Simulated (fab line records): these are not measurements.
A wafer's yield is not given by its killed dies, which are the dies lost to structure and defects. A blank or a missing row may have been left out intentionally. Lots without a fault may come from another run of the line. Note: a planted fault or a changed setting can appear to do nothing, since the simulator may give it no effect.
Which of the tools did it? | flow n5 finfet | 12 lots, 36 wafers sampled, at 1 step of a route of 1938

== WHAT THE GAUGES SHOWED, per wafer ==
N5_BEOL_M6_CD_MEAS_11: the cd target is 38.5 nm.
lot  | measured     | on        | cd nm (nm)
L076 | day 9 08:25  | cd sem-01 | 38.7 38.8 38.2
L078 | day 10 06:58 | cd sem-02 | 38.9 38.5 38.9
L083 | day 11 07:30 | cd sem-02 | 38.3 38.7 37.9
L081 | day 11 11:38 | cd sem-01 | 38.3 37.7 37.9
L082 | day 12 01:10 | cd sem-02 | 39.6 38.9 39.1
L087 | day 12 04:37 | cd sem-03 | 38.8 38.7 38.9
L086 | day 12 21:19 | cd sem-03 | 38.4 38.5 38.3
L088 | day 13 06:20 | cd sem-02 | 38.6 37.8 38.7
L091 | day 14 02:26 | cd sem-03 | 38.7 38.6 38.4
L093 | day 14 08:08 | cd sem-02 | 38.9 39.3 39.1
L094 | day 14 13:30 | cd sem-03 | 37.9 37.8 38.4
L097 | day 15 11:37 | cd sem-01 | 38.9 38.3 38.6

== WHAT TOOL EACH LOT RAN ON (gives the tool, then ch and the chambers of the sampled wafers, and finally the start) ==
There is no process step in the record ahead of these readings.

== THE ANSWER, worked out from the rows above alone ==
Rule: what is usual is taken from the lots themselves. The widest of any qualifying gaps counts: lots, ordered by their means at a reading, are off when they make up no more than a third of the lots, leave a main group of 4 or more, and stand apart from it by 3 or more times the standard deviation of that group's means. Not used: any main group whose means are identical at the precision the tables above print for the reading. Also off: a lot with no number at a reading for which 4 or more lots have one. Where the step has rows for the other lots, those lots are counted as sound.
None of the lots is off at any reading shown; this tells nothing.

== WHAT HAD BEEN PUT IN BY THE SIMULATOR ==
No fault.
